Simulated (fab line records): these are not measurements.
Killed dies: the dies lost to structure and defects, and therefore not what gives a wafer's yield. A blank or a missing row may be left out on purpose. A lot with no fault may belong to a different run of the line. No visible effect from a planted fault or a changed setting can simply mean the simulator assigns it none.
Chamber matching | flow n5 finfet | ald metal-04 running N5_BEOL_M2_ALD_84: 4 sister chambers
The step deposits TaN, pulse time 2 s, purge time 3 s, co reactant purge time 2 s. 8 wafers are shown with their chamber, then 12 later ones without.

WAFERS, EACH WITH ITS CHAMBER
wafer  | chamber | heater power w (W)
L084.3 | 3       | 390
L084.5 | 2       | 477
L084.6 | 1       | 376
L086.3 | 1       | 385
L086.5 | 3       | 391
L088.1 | 0       | 434
L088.2 | 2       | 465
L088.5 | 0       | 444

WAFERS WITHOUT THEIR CHAMBER
wafer  | heater power w (W)
L092.1 | 403
L092.2 | 467
L092.3 | 443
L092.4 | 366
L092.5 | 382
L092.6 | 443
L094.1 | 429
L094.2 | 386
L094.3 | 467
L094.4 | 388
L094.5 | 463
L094.6 | 374

THE CHAMBER EACH PASSED THROUGH
wafer  | from the rows above     | in truth
L092.1 | can't be placed: 3 or 1 | 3
L092.2 | 2                       | 2
L092.3 | 0                       | 0
L092.4 | can't be placed: 1 or 3 | 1
L092.5 | can't be placed: 1 or 3 | 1
L092.6 | 0                       | 0
L094.1 | 0                       | 0
L094.2 | can't be placed: 3 or 1 | 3
L094.3 | 2                       | 2
L094.4 | can't be placed: 3 or 1 | 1
L094.5 | 2                       | 2
L094.6 | can't be placed: 1 or 3 | 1
Correctly placed: 6 of 12. Can't be placed from these rows: 6 (the true chamber is among the candidates in 6). Wrongly placed: 0.
How it was worked out, from the rows above alone: a wafer's distance from a chamber is the root of the sum, over the readings, of the square of ((its reading less the chamber's mean) divided by the reading's scatter). If the next closest chamber is less than 2 further off than the closest, the wafer can't be placed; otherwise it belongs to the closest. Each chamber's mean is taken over the wafers shown for it. How the scatter is found: for the shown wafers, subtract from each reading the mean of its chamber, square and add these, divide the total by (wafers less chambers), then take the root.
